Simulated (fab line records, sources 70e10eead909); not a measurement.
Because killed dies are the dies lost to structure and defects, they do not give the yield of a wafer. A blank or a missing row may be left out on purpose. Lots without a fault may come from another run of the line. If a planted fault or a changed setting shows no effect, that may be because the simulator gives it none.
fab line records	flow nand-harc	part 1 of 2: steps 1 to 31 of 38
record: lots: 5	wafers: 15	last-day: 34
route steps=1302 shown A_STAIRCASE@844
lots with no fault: from the same line, run without faults
start-h: hours from the record's opening day to when the first of the lot's shown wafers began	wait-h: how many hours have passed since the lot's step before this one	" the same as in the row above	L1.1+2: a single row standing in for several wafers	- no value, or no start given	* or withheld: withheld	< > ~ a bound
route shown NAME@n: NAME is a module with steps in the file, n the number in the route of the first one	usual: average and standard deviation across the fault-free wafers	same: alike in all rows	chamber/n: place in a boat	sites: each site's reading	_std_site: their standard deviation	_edge_site: mean of outer sites minus mean of inner sites	radius-mm: how far each site lies from the wafer's centre	mask NAME#n: copy n	behind: the most recent tool/chamber to have shaped the wafer	hold: what put the lot on hold/how long, in hours/how the hold closed	device: the n, p or np transistor that did not switch	end of line: tests run on the same wafers once the route is complete	a step given without rows: its recipe and nothing more	killed: count of dies lost to structure and defects at first sort (not the wafer's yield)	map: the dies of a wafer, with x for killed, . for not killed, _ for no die there
set.NAME: setting as actually run; set.NAME@STEP: the setting as run at that earlier step	model.NAME: the simulator's own value behind a step, which no gauge read
lots at selected steps of the route; one table per step, one row per wafer
services: when a tool's chamber went out of use (start-h, in hours from the record's first day, below 0 if earlier), for how many hours, and the reason
== steps ==
step: NHARC_A_STAIRCASE_DEP_417
recipe: target-thk-a: 600	step-coverage-pct: 20	temp-c: 400	target-thk-nm: 60	flow-sccm: 200	rf-w: 450	material: Si3N4
usual: heater-power-w: 724/90	showerhead-vpp-V: 1316/46
lot.wafer	tool	chamber	start-h	wait-h	heater-power-w	showerhead-vpp-V
L074.4	pecvd-01	2	379.11	-	664	1279
L074.5	"	0	"	"	635	1324
L074.6	"	1	"	"	770	1388
L075.1	pecvd-04	0	404.50	-	838	1261
L075.4	"	2	"	"	689	1395
L075.5	"	0	"	"	854	1248
L080.3	pecvd-02	1	459.75	-	673	1261
L080.2	"	2	"	"	639	1293
L080.6	"	0	"	"	810	1334
L095.1	pecvd-01	1	590.65	-	644	1352
L095.4	"	2	"	"	617	1296
L095.5	"	1	"	"	646	1357
L097.3	pecvd-02	2	639.54	-	608	1300
L097.6	"	0	"	"	956	1344
L097.5	"	1	"	"	821	1274
step: NHARC_A_STAIRCASE_WET_418
recipe: temp-c: 160	target-depth-a: 200	chemistry: H3PO4
lot.wafer	tool	chamber	start-h	wait-h
L074.4+5+6	wet-h3po4-02	1	380.98	-
L075.1+4+5	wet-h3po4-02	1	410.63	-
L080.2+3+6	wet-h3po4-01	1	461.75	-
L095.1+4+5	wet-h3po4-01	1	592.28	-
L097.3+5+6	wet-h3po4-02	1	641.53	-
step: NHARC_A_STAIRCASE_PRECLEAN_419
recipe: time-s: *	temp-c: 50	bath-age-min: 0	chemistry: SC1
same: bath-age-min: 0
lot.wafer	tool	chamber	start-h	wait-h
L074.4+5+6	wet-bench-04	5,6,1	381.55	0.0
L075.4+1+5	wet-bench-07	7,0,1	411.22	0.0
L080.2+3+6	wet-bench-07	1,2,3	462.31	0.0
L095.4+1+5	wet-bench-04	4,0,1	592.85	0.0
L097.5+3+6	wet-bench-01	5,6,0	642.10	0.0
step: NHARC_A_STAIRCASE_SRD_421
lot.wafer	tool	chamber	start-h	wait-h
L074.4+5+6	wet-bench-04	5,6,1	-	-
L075.4+1+5	wet-bench-07	7,0,1	-	-
L080.2+3+6	wet-bench-07	1,2,3	-	-
L095.4+1+5	wet-bench-04	4,0,1	-	-
L097.5+3+6	wet-bench-01	5,6,0	-	-
step: NHARC_A_STAIRCASE_ALD_420
recipe: target-thk-a: 200	pulse-time-s: 6	ald-cycles: 200	temp-c: 300	material: SiO2
usual: heater-power-w: 465/48	precursor-pulse-height-rel: 1.000/0.018
lot.wafer	tool	chamber	start-h	wait-h	heater-power-w	precursor-pulse-height-rel
L074.4	ald-hk-01	3	382.01	-	384	1.013
L074.5	"	1	"	"	525	1.000
L074.6	"	2	"	"	496	0.983
L075.4	ald-hk-04	1	411.67	-	401	1.003
L075.1	"	2	"	"	435	0.981
L075.5	"	0	"	"	469	0.987
L080.3	ald-hk-04	1	463.84	-	401	0.993
L080.2	"	2	"	"	390	1.024
L080.6	"	0	"	"	429	0.995
L095.1	ald-hk-04	2	593.16	-	409	1.023
L095.4	"	0	"	"	451	1.003
L095.5	"	2	"	"	401	1.022
L097.3	ald-hk-04	2	642.40	-	423	0.987
L097.6	"	1	"	"	408	0.983
L097.5	"	2	"	"	419	0.985
step: NHARC_A_STAIRCASE_CVD_552
recipe: target-thk-a: 400	temp-c: 700	pressure-mtorr: 300	material: SiNx
usual: zone-power-centre-pct: 11.5/0.87
lot.wafer	tool	chamber	start-h	wait-h	zone-power-centre-pct
L074.4	lpcvd-01	0	-	-	10.9
L074.5	"	0	"	"	11.1
L074.6	"	0	"	"	11.2
L075.1	lpcvd-01	0	-	-	10.9
L075.4	"	0	"	"	10.9
L075.5	"	0	"	"	10.9
L080.2	lpcvd-01	0	-	-	10.8
L080.3	"	0	"	"	11.1
L080.6	"	0	"	"	10.9
L095.1	lpcvd-01	1	-	-	11.7
L095.4	"	1	"	"	11.7
L095.5	"	1	"	"	11.5
L097.3	lpcvd-01	0	-	-	11.1
L097.5	"	0	"	"	11.1
L097.6	"	0	"	"	10.9
step: NHARC_A_STAIRCASE_DEP_151
recipe: target-thk-a: 72000	temp-c: 400	target-thk-nm: 7200	teos-flow-sccm: 200	rf-w: 500	material: SiO2
usual: heater-power-w: 667/95
lot.wafer	tool	chamber	start-h	wait-h	heater-power-w
L074.6	pecvd-02	0	387.78	0.7	725
L074.5	"	1	"	"	666
L074.4	"	2	"	"	537
L075.1	pecvd-01	0	419.61	0.5	694
L075.5	"	0	"	"	576
L075.4	"	1	"	"	631
L080.2	pecvd-01	0	471.89	0.5	632
L080.3	"	1	"	"	711
L080.6	"	2	"	"	515
L095.1	pecvd-04	2	601.20	0.5	848
L095.4	"	2	"	"	699
L095.5	"	0	"	"	655
L097.3	pecvd-04	2	650.46	0.5	648
L097.5	"	1	"	"	640
L097.6	"	0	"	"	677
step: NHARC_A_STAIRCASE_ANNEAL_320
recipe: temp-c: 750	time-s: 1800
usual: tube-center-temp-C: 750/0.069	zone-power-centre-pct: 13.0/1.1
lot.wafer	tool	chamber	start-h	wait-h	tube-center-temp-C	zone-power-centre-pct
L074.4	furnace-02	0	393.11	-	750.06	10.9
L074.5	"	0	"	"	749.9	11.2
L074.6	"	0	"	"	750.08	11.1
L075.1	furnace-05	0	424.06	-	750.08	12.3
L075.4	"	0	"	"	749.9	12.3
L075.5	"	0	"	"	750.02	12.4
L080.2	furnace-02	0	475.94	-	750	11.0
L080.3	"	0	"	"	749.91	11.2
L080.6	"	0	"	"	749.98	10.9
L095.1	furnace-08	0	605.56	-	749.92	14.2
L095.4	"	0	"	"	749.95	14.1
L095.5	"	0	"	"	749.97	14.0
L097.3	furnace-08	0	655.32	-	749.91	14.0
L097.5	"	0	"	"	750.02	14.1
L097.6	"	0	"	"	750.08	14.2
step: NHARC_A_STAIRCASE_DEP_322
recipe: target-thk-a: 72000	temp-c: 400	target-thk-nm: 7200	teos-flow-sccm: 200	rf-w: 500	material: SiO2
usual: heater-power-w: 667/95
lot.wafer	tool	chamber	start-h	wait-h	heater-power-w
L074.4	pecvd-04	2	396.90	0.5	645
L074.5	"	0	"	"	708
L074.6	"	1	"	"	660
L075.1	pecvd-04	1	427.67	0.3	811
L075.5	"	0	"	"	709
L075.4	"	1	"	"	679
L080.3	pecvd-04	1	479.32	0.1	799
L080.2	"	0	"	"	816
L080.6	"	2	"	"	687
L095.1	pecvd-02	0	608.94	0.1	839
L095.5	"	0	"	"	750
L095.4	"	1	"	"	638
L097.3	pecvd-02	2	658.87	0.3	594
L097.5	"	1	"	"	636
L097.6	"	2	"	"	527
step: NHARC_A_STAIRCASE_ANNEAL_323
recipe: temp-c: 750	time-s: 1800
usual: tube-center-temp-C: 749.99/0.063	zone-power-centre-pct: 13.2/1
lot.wafer	tool	chamber	start-h	wait-h	tube-center-temp-C	zone-power-centre-pct
L074.4	furnace-05	0	400.49	-	750.04	12.1
L074.5	"	0	"	"	750.02	12.2
L074.6	"	0	"	"	750.05	12.2
L075.1	furnace-08	0	431.93	-	749.92	14.2
L075.4	"	0	"	"	749.93	14.1
L075.5	"	0	"	"	749.96	14.1
L080.2	furnace-05	0	486.59	-	749.96	12.3
L080.3	"	0	"	"	750.02	12.4
L080.6	"	0	"	"	749.99	12.1
L095.1	furnace-08	0	615.05	-	750.01	14.0
L095.4	"	0	"	"	750	14.1
L095.5	"	0	"	"	750.03	14.1
L097.3	furnace-08	0	664.08	-	750	13.9
L097.5	"	0	"	"	750.09	13.9
L097.6	"	0	"	"	750.07	14.2
step: NHARC_A_STAIRCASE_DEP_325
recipe: target-thk-a: 72000	temp-c: 400	target-thk-nm: 7200	teos-flow-sccm: 200	rf-w: 500	material: SiO2
usual: heater-power-w: 658/92
lot.wafer	tool	chamber	start-h	wait-h	heater-power-w
L074.6	pecvd-01	1	404.13	0.3	638
L074.4	"	2	"	"	512
L074.5	"	0	"	"	572
L075.1	pecvd-04	1	435.35	0.1	700
L075.4	"	1	"	"	639
L075.5	"	2	"	"	612
L080.3	pecvd-04	2	490.12	0.2	724
L080.2	"	0	"	"	796
L080.6	"	0	"	"	672
L095.1	pecvd-01	2	618.72	0.3	559
L095.4	"	0	"	"	562
L095.5	"	1	"	"	580
L097.3	pecvd-04	1	667.47	0.1	783
L097.5	"	1	"	"	633
L097.6	"	2	"	"	639
step: NHARC_A_STAIRCASE_ANNEAL_326
recipe: temp-c: 750	time-s: 1800
usual: tube-center-temp-C: 749.99/0.071	zone-power-centre-pct: 13.0/1.1
lot.wafer	tool	chamber	start-h	wait-h	tube-center-temp-C	zone-power-centre-pct
L074.4	furnace-05	0	413.21	-	749.96	12.3
L074.5	"	0	"	"	750.01	12.5
L074.6	"	0	"	"	750.05	12.3
L075.1	furnace-02	0	439.85	4.4	750.01	11.0
L075.4	"	0	"	"	749.88	10.9
L075.5	"	0	"	"	750.08	11.2
L080.2	furnace-02	0	498.74	-	750.03	11.1
L080.3	"	0	"	"	749.98	10.9
L080.6	"	0	"	"	750.14	11.0
L095.1	furnace-05	0	623.29	-	750.01	12.3
L095.4	"	0	"	"	749.97	12.1
L095.5	"	0	"	"	749.99	12.4
L097.3	furnace-08	0	674.29	-	749.99	14.3
L097.5	"	0	"	"	749.98	14.2
L097.6	"	0	"	"	749.95	14.1
step: NHARC_A_STAIRCASE_DEHYDRATE_433
recipe: temp-c: 150	time-s: 120
lot.wafer	tool	chamber	start-h	wait-h
L074.4+5+6	litho-track-07	0	416.59	0.1
L075.1+4+5	litho-track-07	0	443.21	0.1
L080.2+3+6	litho-track-02	0	502.12	0.1
L095.1+4+5	litho-track-07	0	626.70	0.1
L097.3+5+6	litho-track-07	0	677.73	0.1
step: NHARC_A_STAIRCASE_HMDS_434
recipe: time-s: 30
lot.wafer	tool	chamber	start-h	wait-h
L074.4+5+6	litho-track-07	0	-	-
L075.1+4+5	litho-track-07	0	-	-
L080.2+3+6	litho-track-02	0	-	-
L095.1+4+5	litho-track-07	0	-	-
L097.3+5+6	litho-track-07	0	-	-
step: NHARC_A_STAIRCASE_COAT_435
recipe: spin-rpm: 1200
lot.wafer	tool	chamber	start-h	wait-h
L074.4+5+6	litho-track-07	0	-	-
L075.1+4+5	litho-track-07	0	-	-
L080.2+3+6	litho-track-02	0	-	-
L095.1+4+5	litho-track-07	0	-	-
L097.3+5+6	litho-track-07	0	-	-
step: NHARC_A_STAIRCASE_SOFTBAKE_436
recipe: temp-c: 135	time-s: 170
lot.wafer	tool	chamber	start-h	wait-h
L074.4+5+6	litho-track-07	0	-	-
L075.1+4+5	litho-track-07	0	-	-
L080.2+3+6	litho-track-02	0	-	-
L095.1+4+5	litho-track-07	0	-	-
L097.3+5+6	litho-track-07	0	-	-
step: NHARC_A_STAIRCASE_EBR_437
lot.wafer	tool	chamber	start-h	wait-h
L074.4+5+6	litho-track-07	0	-	-
L075.1+4+5	litho-track-07	0	-	-
L080.2+3+6	litho-track-02	0	-	-
L095.1+4+5	litho-track-07	0	-	-
L097.3+5+6	litho-track-07	0	-	-
step: NHARC_A_STAIRCASE_EXPOSE_438
recipe: na: 0.5	dose-mj: 28.97	mask-id: STAIR_REV
usual: exposure-dose-mJ-cm2: 28.972/0.028
lot.wafer	tool	chamber	start-h	wait-h	mask	exposure-dose-mJ-cm2
L074.4	krf-scanner-02	0	416.93	-	STAIR_REV#0	28.969
L074.5	"	0	"	"	STAIR_REV#0	28.910
L074.6	"	0	"	"	STAIR_REV#0	28.939
L075.1	krf-scanner-04	0	443.70	-	STAIR_REV#0	28.953
L075.4	"	0	"	"	STAIR_REV#0	28.948
L075.5	"	0	"	"	STAIR_REV#0	28.926
L080.2	krf-scanner-04	0	502.46	-	STAIR_REV#0	28.966
L080.3	"	0	"	"	STAIR_REV#0	28.981
L080.6	"	0	"	"	STAIR_REV#0	28.959
L095.1	krf-scanner-02	0	627.34	-	STAIR_REV#0	28.996
L095.4	"	0	"	"	STAIR_REV#0	28.975
L095.5	"	0	"	"	STAIR_REV#0	29.020
L097.3	krf-scanner-04	0	678.23	-	STAIR_REV#0	28.978
L097.5	"	0	"	"	STAIR_REV#0	28.947
L097.6	"	0	"	"	STAIR_REV#0	28.968
step: NHARC_A_STAIRCASE_PEB_439
recipe: peb-temp-c: 115	peb-time-s: 130
lot.wafer	tool	chamber	start-h	wait-h
L074.4+5+6	litho-track-07	0	416.98	0.0
L075.1+4+5	litho-track-02	0	443.76	0.1
L080.2+3+6	litho-track-03	0	502.52	0.1
L095.1+4+5	litho-track-02	0	627.41	0.1
L097.3+5+6	litho-track-07	0	678.29	0.1
step: NHARC_A_STAIRCASE_DEVELOP_440
recipe: time-s: 140
lot.wafer	tool	chamber	start-h	wait-h
L074.4+5+6	litho-track-07	0	-	-
L075.1+4+5	litho-track-02	0	-	-
L080.2+3+6	litho-track-03	0	-	-
L095.1+4+5	litho-track-02	0	-	-
L097.3+5+6	litho-track-07	0	-	-
step: NHARC_A_STAIRCASE_HARDBAKE_442
recipe: temp-c: 120	time-s: 140
lot.wafer	tool	chamber	start-h	wait-h
L074.4+5+6	litho-track-02	0	417.21	-
L075.1+4+5	litho-track-03	0	443.98	-
L080.2+3+6	litho-track-03	0	502.74	-
L095.1+4+5	litho-track-02	0	627.62	-
L097.3+5+6	litho-track-02	0	678.52	-
step: NHARC_A_STAIRCASE_DESCUM_443
recipe: time-s: 3	o2-flow-sccm: 200	ar-flow-sccm: 0	bias-power-w: 0	chemistry: O2
usual: drypump-motor-current-A: 5.9/0.42	oes-product-au: 1.002/0.0091	rf-vpp-V: 57.8/0.9	showerhead-plenum-p-Torr: 1.91/0.091	throttle-valve-pct: 11.312/0.009
lot.wafer	tool	chamber	start-h	wait-h	drypump-motor-current-A	oes-product-au	rf-hours-counter-h	rf-vpp-V	showerhead-plenum-p-Torr	throttle-valve-pct
L074.4	rie-diel-10	3	417.33	-	5.4	0.999	-	58.3	1.93	11.302
L074.5	"	1	"	"	5.8	1.003	-	57.3	2.04	11.324
L074.6	"	2	"	"	6.4	1.018	-	56.9	1.83	11.322
L075.1	rie-diel-04	2	444.07	-	6.0	1.008	28	57.5	1.81	11.322
L075.4	"	1	"	"	6.3	1.012	25	58.2	1.90	11.320
L075.5	"	3	"	"	5.7	1.006	-	56.6	1.79	11.308
L080.3	rie-diel-03	0	502.84	-	6.1	0.991	7	59.3	2.05	11.309
L080.2	"	1	"	"	5.2	0.997	9	57.1	2.05	11.317
L080.6	"	1	"	"	5.2	0.981	-	58.4	2.05	11.306
L095.1	rie-diel-10	0	627.95	-	5.9	1.021	7	57.6	1.90	11.313
L095.5	"	1	"	"	5.8	0.990	-	58.9	2.01	11.323
L095.4	"	2	"	"	6.3	1.003	-	59.5	1.81	11.314
L097.3	rie-diel-10	3	678.65	-	5.3	0.994	25	57.2	1.90	11.304
L097.5	"	0	"	"	5.9	0.999	-	58.2	1.90	11.299
L097.6	"	1	"	"	5.8	1.010	-	57.6	2.01	11.309
step: NHARC_A_STAIRCASE_ETCH_444
recipe: target-depth-a: 2.04e+05	time-s: 6800	c4f8-flow-sccm: 20	o2-flow-sccm: 10	ar-flow-sccm: withheld	rf-w: 600	bias-w: 1000	chemistry: C4F8/O2
usual: oes-product-au: 0.931/0.013	rf-vpp-V: 807/4.9
lot.wafer	tool	chamber	start-h	wait-h	oes-product-au	rf-hours-counter-h	rf-vpp-V
L074.4	rie-diel-10	3	419.30	2.0	0.927	-	807
L074.5	"	1	"	"	0.932	-	814
L074.6	"	2	"	"	0.937	-	803
L075.4	rie-diel-04	0	444.21	0.1	0.932	30	804
L075.1	"	2	"	"	0.927	29	800
L075.5	"	0	"	"	0.923	-	805
L080.2	rie-diel-03	1	503.57	0.7	0.962	10	815
L080.3	"	3	"	"	0.958	10	810
L080.6	"	0	"	"	0.947	-	815
L095.1	rie-diel-10	0	628.75	0.8	0.927	8	805
L095.4	"	2	630.02	2.0	0.932	-	801
L095.5	"	1	631.28	3.3	0.930	-	813
L097.3	rie-diel-10	0	678.72	0.1	0.953	27	803
L097.5	"	0	680.61	1.9	0.957	-	806
L097.6	"	1	"	"	0.944	-	814
step: NHARC_A_STAIRCASE_STRIP_446
recipe: power-w: 1500	temp-c: 250	chemistry: O2
usual: drypump-motor-current-A: 5.6/0.62	heater-power-w: 313/32	rf-refl-power-W: 13/5
lot.wafer	tool	chamber	start-h	wait-h	drypump-motor-current-A	heater-power-w	rf-hours-counter-h	rf-refl-power-W
L074.4	plasma-asher-01	1	422.88	0.2	6.2	354	-	10
L074.5	"	0	"	"	5.1	331	-	24
L074.6	"	1	"	"	6.3	351	-	10
L075.1	plasma-asher-02	0	448.92	0.4	6.2	279	4	15
L075.4	"	1	"	"	4.9	327	-	10
L075.5	"	0	"	"	6.2	274	-	14
L080.2	plasma-asher-01	1	508.31	0.0	6.3	352	25	-
L080.3	"	0	"	"	5.1	342	-	-
L080.6	"	0	"	"	5.1	336	-	-
L095.1	plasma-asher-02	0	633.50	0.1	6.2	276	4	-
L095.4	"	1	"	"	4.9	314	-	-
L095.5	"	0	"	"	6.1	272	-	-
L097.3	plasma-asher-02	0	683.25	0.2	6.2	275	-	14
L097.6	"	1	"	"	4.9	323	-	9
L097.5	"	0	"	"	6.2	272	-	15
step: NHARC_A_STAIRCASE_STRIP_447
recipe: time-s: 900	temp-c: 130	chemistry: SPM
lot.wafer	tool	chamber	start-h	wait-h
L074.6+5+4	wet-bench-04	1,2,4	423.10	0.1
L075.1+5+4	wet-bench-04	0,2,5	449.27	0.3
L080.3+2+6	wet-bench-04	4,6,0	508.66	0.2
L095.5+4+1	wet-bench-07	5,7,2	633.80	0.1
L097.3+6+5	wet-bench-07	5,6,7	683.46	0.2
step: NHARC_A_STAIRCASE_PRECLEAN_448
recipe: time-s: *	temp-c: 50	bath-age-min: 0	chemistry: SC1
same: bath-age-min: 0
lot.wafer	tool	chamber	start-h	wait-h
L074.6+5+4	wet-bench-04	1,2,4	-	-
L075.1+5+4	wet-bench-04	0,2,5	-	-
L080.3+2+6	wet-bench-04	4,6,0	-	-
L095.5+4+1	wet-bench-07	5,7,2	-	-
L097.3+6+5	wet-bench-07	5,6,7	-	-
step: NHARC_A_STAIRCASE_SRD_449
lot.wafer	tool	chamber	start-h	wait-h
L074.6+5+4	wet-bench-04	1,2,4	-	-
L075.1+5+4	wet-bench-04	0,2,5	-	-
L080.3+2+6	wet-bench-04	4,6,0	-	-
L095.5+4+1	wet-bench-07	5,7,2	-	-
L097.3+6+5	wet-bench-07	5,6,7	-	-
step: NHARC_A_STAIRCASE_CMP_450
recipe: target-thk-nm: 200	material: SiO2
usual: motor-current-A: 12.6/1.1	pad-life-wafers: 164/100	slurry-filter-dp-kPa: 13.50/0.16
lot.wafer	tool	chamber	start-h	wait-h	motor-current-A	pad-life-wafers	slurry-filter-dp-kPa
L074.4	cmp-04	1	423.58	-	13.0	63	13.40
L074.5	"	2	"	"	13.7	-	13.60
L074.6	"	3	"	"	13.1	-	13.55
L075.4	cmp-04	0	449.73	-	11.1	169	13.33
L075.1	"	1	"	"	13.1	170	13.63
L075.5	"	0	"	"	11.0	-	13.67
L080.3	cmp-04	0	509.14	-	10.3	8	13.40
L080.2	"	1	"	"	13.1	9	13.50
L080.6	"	3	"	"	12.6	-	13.51
L095.4	cmp-03	0	634.25	-	12.1	276	13.37
L095.1	"	3	"	"	11.8	279	13.66
L095.5	"	0	"	"	13.6	-	13.21
L097.3	cmp-03	2	683.92	-	12.2	97	13.47
L097.5	"	1	"	"	14.5	-	13.63
L097.6	"	2	"	"	11.5	-	13.48
step: NHARC_A_STAIRCASE_CMP_152
usual: motor-current-A: 12.6/1.1	pad-life-wafers: 170/100	slurry-filter-dp-kPa: 13.50/0.14
lot.wafer	tool	chamber	start-h	wait-h	motor-current-A	pad-life-wafers	slurry-filter-dp-kPa
L074.4	cmp-04	1	423.65	0.1	12.8	69	13.50
L074.5	"	2	"	"	13.6	-	13.34
L074.6	"	3	"	"	12.7	-	13.61
L075.4	cmp-04	0	449.81	0.1	10.8	175	13.46
L075.1	"	1	"	"	13.2	176	13.39
L075.5	"	0	"	"	11.0	-	13.32
L080.3	cmp-04	0	509.21	0.1	10.8	14	13.43
L080.2	"	1	"	"	12.2	15	13.40
L080.6	"	3	"	"	12.4	-	13.75
L095.4	cmp-03	0	634.32	0.1	12.6	282	13.72
L095.1	"	3	"	"	12.0	285	13.24
L095.5	"	0	"	"	13.2	-	13.62
L097.3	cmp-03	2	683.99	0.1	11.7	103	13.66
L097.5	"	1	"	"	13.8	-	13.80
L097.6	"	2	"	"	11.9	-	13.78
step: NHARC_A_STAIRCASE_SRD_154
lot.wafer	tool	chamber	start-h	wait-h
L074.4+5+6	wet-bench-04	1,2,3	423.90	0.0
L075.5+1+4	wet-bench-04	3,7,0	450.08	0.0
L080.6+2+3	wet-bench-07	6,1,3	509.47	0.0
L095.1+4+5	wet-bench-07	1,2,6	634.61	0.0
L097.6+3+5	wet-bench-04	7,0,3	684.27	0.0
step: NHARC_A_STAIRCASE_ETCH_403
recipe: target-depth-a: 1082	chemistry: dHF	material: SiO2
lot.wafer	tool	chamber	start-h	wait-h
L074.4+5+6	wet-bench-04	1,2,3	423.92	0.0
L075.5+1+4	wet-bench-04	3,7,0	450.10	0.0
L080.6+2+3	wet-bench-07	6,1,3	509.50	0.0
L095.1+4+5	wet-bench-07	1,2,6	634.64	0.0
L097.6+3+5	wet-bench-04	7,0,3	684.30	0.0
